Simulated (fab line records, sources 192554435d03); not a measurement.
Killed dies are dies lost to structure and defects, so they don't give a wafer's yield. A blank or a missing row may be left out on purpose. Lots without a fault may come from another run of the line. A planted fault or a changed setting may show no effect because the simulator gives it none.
A struck lot beside a sound one | flow n5_finfet | 27 steps out of a route of 1938
Sound: wafers L673.1, L673.2, L673.3. Struck: wafers L687.3, L687.4, L687.5. The cause comes at the end.
At each step with rows: each side's tool, then ch and its chambers, then its first start. Under that, the readings that differ: sound wafers | struck wafers | difference of the means | sigmas: that difference in standard deviations of wafers without a fault.
alike: readings whose means differ by less than 2 such deviations, and words and numbers that are the same on both sides. not compared: withheld readings, readings that some wafer has no value for, bounds like >300 that may hide the same value, and numbers for which the record gives no deviation and whose values overlap.
The two part at a step that has a row with sigmas, a row that says differs or no value, or rows on one side only. Numbers that don't overlap but have no deviation are shown without sigmas and don't part them. A reading that every wafer of one side lacks parts them only if that side has two wafers or more.

first, 7 steps without rows for these wafers: N5_ZERO_LAYER_COAT_05 (resist thk 1000 nm); N5_ZERO_LAYER_EBR_07; N5_ZERO_LAYER_SOFTBAKE_06 (time 90 s); N5_ZERO_LAYER_EXPOSE_08 (exposes mask ZERO, defocus 0 nm, target cd 2000 nm); N5_ZERO_LAYER_PEB_09; N5_ZERO_LAYER_DEVELOP_10 (develop time 60 s); N5_ZERO_LAYER_HARDBAKE_23 (time 120 s).
N5_ZERO_LAYER_CD_MEAS_11: target cd 2000 nm.
  sound on cd_sem-03 ch 0, day 3 00:46; struck on cd_sem-03 ch 0, day 6 12:38
  alike: cd_nm
N5_ZERO_LAYER_DESCUM_16: chemistry O2, time 7.9 s.
  sound on rie_diel-02 ch 0,1,2, day 3 00:48; struck on rie_diel-06 ch 0,3, day 6 12:41
  alike: bias_power_w, drypump_motor_current_A, oes_product_au, rf_vpp_V, showerhead_plenum_p_Torr, throttle_valve_pct
  not compared: rf_hours_counter_h
N5_ZERO_LAYER_ETCH_17: etches SiO2 in CF4, target depth 12 nm, time 13.3 s.
  sound on rie_diel-02 ch 0,1,2, day 3 00:50; struck on rie_diel-06 ch 0,3, day 6 12:43
  alike: cf4_flow_sccm, drypump_motor_current_A, oes_product_au, rf_vpp_V, showerhead_plenum_p_Torr, throttle_valve_pct
  not compared: rf_hours_counter_h
N5_ZERO_LAYER_ETCH_18: etches Si in HBr/Cl2, target depth 120 nm, time 40 s.
  sound on rie_si-06 ch 0,1,3, day 3 00:55; struck on rie_si-06 ch 0,3, day 6 12:47
  alike: drypump_motor_current_A, oes_product_au, throttle_valve_pct
  not compared: rf_hours_counter_h
N5_ZERO_LAYER_STRIP_24: strips in O2.
  sound on plasma_asher-02 ch 0,1, day 3 01:01; struck on plasma_asher-02 ch 0,1, day 6 12:55
  alike: drypump_motor_current_A, heater_power_w, oes_product_au, strip_time_to_endpoint_s
  not compared: rf_hours_counter_h
N5_ZERO_LAYER_STRIP_19: strips in SPM, time 900 s.
  sound on wet_bench-02 ch 0,3,6, day 3 01:06; struck on wet_bench-06 ch 2,4,5, day 6 12:59
N5_ZERO_LAYER_INSPECT_20: inspects for defects (darkfield).
  sound on defect_inspect-01, day 3 01:23; struck on defect_inspect-02, day 6 13:16
  reading          | sound    | struck         | difference | sigmas
  raw_defect_count | 40 77 87 | 1461 1417 1390 | +1355      | +85
then, 8 steps without rows for these wafers: N5_WELL_APT_HMDS_01 (time 60 s); N5_WELL_APT_COAT_02 (resist thk 950 nm); N5_WELL_APT_EBR_04; N5_WELL_APT_SOFTBAKE_03 (time 60 s); N5_WELL_APT_EXPOSE_05 (exposes mask NWELL, defocus 0 nm, target cd 200 nm); N5_WELL_APT_PEB_06 (peb time 90 s); N5_WELL_APT_DEVELOP_07 (develop time 45 s); N5_WELL_APT_HARDBAKE_12 (time 120 s).
N5_WELL_APT_CD_MEAS_08: target cd 200 nm.
  sound on cd_sem-03 ch 0, day 3 01:41; struck on cd_sem-03 ch 0, day 6 13:41
  alike: cd_nm
N5_WELL_APT_OVL_MEAS_09:
  sound on overlay-02 ch 0, day 3 01:43; struck on overlay-01 ch 0, day 6 13:43
  alike: NWELL_OVL
N5_WELL_APT_INSPECT_10: inspects for defects (macro).
  sound on defect_inspect-02, day 3 01:44; struck on defect_inspect-01, day 6 13:44
  reading          | sound | struck         | difference | sigmas
  raw_defect_count | 0 3 1 | >300 >300 >300 | differs    |
N5_WELL_APT_DESCUM_13: chemistry O2, time 7.9 s.
  sound on rie_diel-05 ch 0,2,3, day 3 01:52; struck on rie_diel-04 ch 0,2,3, day 6 13:55
  alike: bias_power_w, drypump_motor_current_A, oes_product_au, rf_vpp_V, showerhead_plenum_p_Torr, throttle_valve_pct
  not compared: rf_hours_counter_h
-- the record jumps here: 11 days lie between the struck wafers' starts before and after (it left off in module WELL_APT and takes up again in module PASSIVATION, whose first step shown is number 1936 of the route) --
N5_PASSIVATION_PROBE_49:
  sound on prober-01, day 13 21:02; struck on prober-02, day 18 01:44
  reading             | sound     | struck      | difference | sigmas
  killed_at_M0_to_M3  | 42 26 30  | 72 37 66    | +26        | +2
  killed_at_front_end | 64 34 36  | 83 148 118  | +72        | +7
  killed_dies         | 135 95 94 | 180 204 204 | +88        | +5
  killed_on_rim       | 17 12 12  | 38 29 39    | +22        | +5
  alike: killed_at_M4_up, killed_at_contacts, killed_at_other, killed_open, killed_short

WHERE THEY PART
First at N5_ZERO_LAYER_INSPECT_20; last, within this record, at N5_PASSIVATION_PROBE_49.

WHY: what the simulator had put in
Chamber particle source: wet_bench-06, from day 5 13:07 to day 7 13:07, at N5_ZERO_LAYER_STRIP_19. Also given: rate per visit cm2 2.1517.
